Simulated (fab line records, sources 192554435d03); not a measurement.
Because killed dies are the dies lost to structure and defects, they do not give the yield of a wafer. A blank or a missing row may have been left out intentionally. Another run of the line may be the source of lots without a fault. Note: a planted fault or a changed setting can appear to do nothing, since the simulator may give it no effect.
The tool behind it: which one? + flow n5 finfet + 24 lots, 72 wafers sampled, at 4 steps of a route of 1938

== WHAT THE GAUGES SHOWED, per wafer ==
N5_BEOL_M13_CD_MEAS_10: the cd target is 190 nm. Usual: cd nm 189.2 nm, standard deviation 1.3.
| lot  | measured     | on        | cd nm (nm)        | flag |
|------|--------------|-----------|-------------------|------|
| L074 | day 10 18:45 | cd sem-01 | 188.2 187.2 187.7 |      |
| L075 | day 10 23:04 | cd sem-02 | 189.1 187.4 187.8 |      |
| L076 | day 11 06:37 | cd sem-02 | 188.9 189.2 188.0 |      |
| L077 | day 11 07:53 | cd sem-03 | 191.2 188.2 190.0 |      |
| L078 | day 11 21:55 | cd sem-01 | 190.7 189.5 190.3 |      |
| L079 | day 11 22:49 | cd sem-01 | 190.8 189.2 189.6 |      |
| L081 | day 12 02:42 | cd sem-01 | 188.2 188.1 189.9 |      |
| L080 | day 12 05:17 | cd sem-03 | 187.5 186.2 189.8 |      |
| L083 | day 12 06:04 | cd sem-02 | 189.8 188.0 189.6 |      |
| L082 | day 12 06:24 | cd sem-01 | 187.3 187.1 187.1 |      |
| L084 | day 13 04:08 | cd sem-03 | 188.0 190.4 187.3 |      |
| L086 | day 13 17:29 | cd sem-02 | 190.3 189.4 190.2 |      |
| L087 | day 13 23:13 | cd sem-01 | 189.7 189.2 189.4 |      |
| L085 | day 13 23:34 | cd sem-03 | 190.7 189.2 187.8 |      |
| L088 | day 13 23:45 | cd sem-03 | 187.4 188.0 188.5 |      |
| L089 | day 14 04:39 | cd sem-03 | 189.6 191.3 189.6 |      |
| L091 | day 14 19:16 | cd sem-01 | 190.4 190.7 190.1 |      |
| L090 | day 14 20:40 | cd sem-03 | 188.8 191.5 188.8 |      |
| L092 | day 15 02:23 | cd sem-01 | 187.9 189.7 187.6 |      |
| L093 | day 15 18:29 | cd sem-01 | 190.2 191.0 190.8 |      |
| L094 | day 16 05:26 | cd sem-01 | 190.3 190.8 191.3 |      |
| L096 | day 16 09:27 | cd sem-02 | 189.2 188.7 189.5 |      |
| L097 | day 16 12:35 | cd sem-03 | 190.9 190.7 190.3 |      |
| L095 | day 16 12:50 | cd sem-02 | 188.8 189.1 189.1 |      |

N5_BEOL_M14_CD_MEAS_28: the cd target is 284.4 nm. Usual: cd nm 283.7 nm, standard deviation 1.7.
| lot  | measured     | on        | cd nm (nm)        | flag |
|------|--------------|-----------|-------------------|------|
| L074 | day 11 02:01 | cd sem-02 | 281.2 283.8 284.7 |      |
| L075 | day 11 04:01 | cd sem-01 | 281.0 283.7 283.3 |      |
| L076 | day 11 12:04 | cd sem-03 | 285.0 283.7 286.4 |      |
| L077 | day 11 14:55 | cd sem-03 | 283.6 283.2 280.3 |      |
| L078 | day 12 05:56 | cd sem-01 | 285.7 284.3 285.2 |      |
| L079 | day 12 06:02 | cd sem-01 | 282.7 282.7 283.7 |      |
| L081 | day 12 08:01 | cd sem-02 | 285.4 282.2 284.1 |      |
| L080 | day 12 17:04 | cd sem-02 | 284.5 283.4 284.4 |      |
| L083 | day 12 17:53 | cd sem-02 | 282.2 280.6 283.9 |      |
| L082 | day 12 18:37 | cd sem-03 | 284.3 279.2 284.1 |      |
| L084 | day 13 09:40 | cd sem-01 | 283.7 282.6 283.4 |      |
| L086 | day 13 23:19 | cd sem-02 | 286.6 285.3 284.3 |      |
| L087 | day 14 05:30 | cd sem-01 | 283.6 283.9 282.7 |      |
| L085 | day 14 05:41 | cd sem-01 | 283.9 283.5 285.2 |      |
| L088 | day 14 06:05 | cd sem-02 | 282.5 283.0 283.4 |      |
| L089 | day 14 14:41 | cd sem-03 | 285.4 285.2 285.1 |      |
| L091 | day 15 03:58 | cd sem-03 | 282.5 278.9 282.0 |      |
| L090 | day 15 03:34 | cd sem-01 | 286.2 282.2 285.0 |      |
| L092 | day 15 14:08 | cd sem-02 | 281.7 283.5 282.8 |      |
| L093 | day 16 06:16 | cd sem-01 | 282.5 286.1 282.9 |      |
| L094 | day 16 11:20 | cd sem-03 | 283.4 282.6 285.3 |      |
| L096 | day 16 17:12 | cd sem-01 | 283.8 282.1 284.9 |      |
| L097 | day 16 17:29 | cd sem-01 | 282.1 283.2 283.2 |      |
| L095 | day 16 21:38 | cd sem-03 | 284.9 283.1 285.6 |      |

N5_BEOL_M14_OVL_MEAS_29. Usual: M14_OVL -2 nm, standard deviation 5.8.
| lot  | measured     | on         | M14_OVL (nm) | flag |
|------|--------------|------------|--------------|------|
| L074 | day 11 02:02 | overlay-02 | 8 8 6        |      |
| L075 | day 11 04:02 | overlay-01 | -5 -2 1      |      |
| L076 | day 11 12:05 | overlay-01 | 1 4 -3       |      |
| L077 | day 11 14:56 | overlay-02 | 2 9 -3       |      |
| L078 | day 12 05:58 | overlay-02 | 5 -2 -4      |      |
| L079 | day 12 06:04 | overlay-01 | -2 -3 -4     |      |
| L081 | day 12 08:03 | overlay-01 | -1 -3 0      |      |
| L080 | day 12 17:05 | overlay-01 | -3 -10 -9    |      |
| L083 | day 12 17:55 | overlay-01 | 4 1 5        |      |
| L082 | day 12 18:39 | overlay-01 | 11 8 11      |      |
| L084 | day 13 09:41 | overlay-01 | 1 6 -2       |      |
| L086 | day 13 23:20 | overlay-02 | -6 3 5       |      |
| L087 | day 14 05:32 | overlay-01 | -8 -8 -9     |      |
| L085 | day 14 05:43 | overlay-01 | -17 -5 -4    |      |
| L088 | day 14 06:07 | overlay-02 | -4 -3 -8     |      |
| L089 | day 14 14:43 | overlay-01 | -3 -3 0      |      |
| L091 | day 15 03:59 | overlay-02 | -5 -3 -5     |      |
| L090 | day 15 03:36 | overlay-02 | -9 -7 -12    |      |
| L092 | day 15 14:10 | overlay-02 | 5 -1 6       |      |
| L093 | day 16 06:17 | overlay-02 | -8 -2 0      |      |
| L094 | day 16 11:22 | overlay-01 | 4 5 -12      |      |
| L096 | day 16 17:13 | overlay-01 | -2 3 -7      |      |
| L097 | day 16 17:31 | overlay-02 | -9 -7 -14    |      |
| L095 | day 16 21:40 | overlay-01 | -5 -11 -1    |      |

== TOOL THAT RAN EACH LOT (tool first, then ch and the chambers of the sampled wafers, then the start) ==
| lot  | N5_BEOL_M13_ETCH_68                |
|------|------------------------------------|
| L074 | rie diel-01 ch 1,2,3, day 10 19:58 |
| L075 | rie diel-03 ch 0,2,3, day 11 00:16 |
| L076 | rie diel-01 ch 0,2,3, day 11 08:02 |
| L077 | rie diel-03 ch 0,1, day 11 09:37   |
| L078 | rie diel-02 ch 1,3, day 12 00:01   |
| L079 | rie diel-01 ch 1,2,3, day 12 00:47 |
| L081 | rie diel-02 ch 1,2,3, day 12 04:10 |
| L080 | rie diel-02 ch 2,3, day 12 06:30   |
| L083 | rie diel-02 ch 2,3, day 12 07:25   |
| L082 | rie diel-03 ch 1,2, day 12 07:44   |
| L084 | rie diel-01 ch 0,1, day 13 05:55   |
| L086 | rie diel-01 ch 0,1,3, day 13 18:44 |
| L087 | rie diel-03 ch 0,1,2, day 14 00:43 |
| L085 | rie diel-01 ch 0,3, day 14 01:00   |
| L088 | rie diel-03 ch 0,1,2, day 14 01:19 |
| L089 | rie diel-02 ch 0,2,3, day 14 05:52 |
| L091 | rie diel-01 ch 0,1,3, day 14 20:29 |
| L090 | rie diel-02 ch 1,3, day 14 21:53   |
| L092 | rie diel-02 ch 0,1,3, day 15 03:43 |
| L093 | rie diel-02 ch 1,2,3, day 15 19:42 |
| L094 | rie diel-02 ch 1,3, day 16 07:04   |
| L096 | rie diel-03 ch 0,3, day 16 10:50   |
| L097 | rie diel-02 ch 0,2,3, day 16 13:48 |
| L095 | rie diel-03 ch 0,1,3, day 16 14:18 |
- N5_BEOL_M13_ETCH_68: etches SOC in N2/H2, time 355 s.

== AS READ BY THE TOOLS THEMSELVES (means over the sampled wafers that have a number; for cases with no such wafer, the mark the record gives instead) ==
N5_BEOL_M13_ETCH_68. Usual: drypump motor current A 5.9 A, standard deviation 0.47; oes product au 0.78 a.u., standard deviation 0.086; rf vpp V 525.0 V, standard deviation 2.2; showerhead plenum p Torr 2.58 Torr, standard deviation 0.073; throttle valve pct 17.72 %, standard deviation 0.23.
| lot  | tool        | drypump motor current A (A) | oes product au (a.u.) | rf vpp V (V) | showerhead plenum p Torr (Torr) | throttle valve pct (%) | flag |
|------|-------------|-----------------------------|-----------------------|--------------|---------------------------------|------------------------|------|
| L074 | rie diel-01 | 6.0                         | 0.76                  | 525.8        | 2.60                            | 17.62                  |      |
| L075 | rie diel-03 | 5.9                         | 0.77                  | 524.4        | 2.56                            | 17.82                  |      |
| L076 | rie diel-01 | 5.9                         | 0.76                  | 524.6        | 2.57                            | 17.68                  |      |
| L077 | rie diel-03 | 6.6                         | 0.74                  | 525.0        | 2.58                            | 17.94                  |      |
| L078 | rie diel-02 | 5.6                         | 0.84                  | 527.0        | 2.65                            | 17.49                  |      |
| L079 | rie diel-01 | 6.0                         | 0.75                  | 525.2        | 2.60                            | 17.63                  |      |
| L081 | rie diel-02 | 5.9                         | 0.78                  | 525.8        | 2.59                            | 17.73                  |      |
| L080 | rie diel-02 | 6.2                         | 0.77                  | 524.1        | 2.59                            | 17.93                  |      |
| L083 | rie diel-02 | 5.9                         | 0.83                  | 527.2        | 2.65                            | 17.69                  |      |
| L082 | rie diel-03 | 5.7                         | 0.77                  | 524.5        | 2.58                            | 17.74                  |      |
| L084 | rie diel-01 | 5.9                         | 0.84                  | 527.5        | 2.63                            | 17.61                  |      |
| L086 | rie diel-01 | 6.0                         | 0.79                  | 524.8        | 2.58                            | 17.70                  |      |
| L087 | rie diel-03 | 5.9                         | 0.76                  | 523.2        | 2.55                            | 17.81                  |      |
| L085 | rie diel-01 | 6.0                         | 0.80                  | 524.1        | 2.55                            | 17.77                  |      |
| L088 | rie diel-03 | 5.9                         | 0.76                  | 524.3        | 2.55                            | 17.81                  |      |
| L089 | rie diel-02 | 5.7                         | 0.84                  | 526.3        | 2.61                            | 17.68                  |      |
| L091 | rie diel-01 | 6.0                         | 0.78                  | 525.2        | 2.57                            | 17.72                  |      |
| L090 | rie diel-02 | 5.7                         | 0.76                  | 524.1        | 2.58                            | 17.57                  |      |
| L092 | rie diel-02 | 5.5                         | 0.83                  | 525.4        | 2.60                            | 17.50                  |      |
| L093 | rie diel-02 | 5.9                         | 0.85                  | 525.2        | 2.58                            | 17.62                  |      |
| L094 | rie diel-02 | 5.6                         | 0.79                  | 526.1        | 2.64                            | 17.55                  |      |
| L096 | rie diel-03 | 6.2                         | 0.69                  | 525.6        | 2.59                            | 18.07                  |      |
| L097 | rie diel-02 | 5.7                         | 0.91                  | 525.7        | 2.60                            | 17.54                  |      |
| L095 | rie diel-03 | 6.2                         | 0.70                  | 524.8        | 2.59                            | 18.03                  |      |

== THE ANSWER, worked out from the rows above alone ==
Rule: lot off if the mean of its wafers having a number is beyond 3 standard deviations from the usual mean. Also off: a lot with no number at a reading for which 4 or more lots have one. All remaining lots with rows at the step are treated as sound. First the gauges in route order, then the tools' own readings, where a lot's mean is used as printed above. The first step at which some lot is off is used, and at that step the reading that is off furthest; a lot without a number counts as furthest.
No lot is off on any of the readings shown, so nothing can be concluded from this.

== WHAT THE SIMULATOR PUT IN ==
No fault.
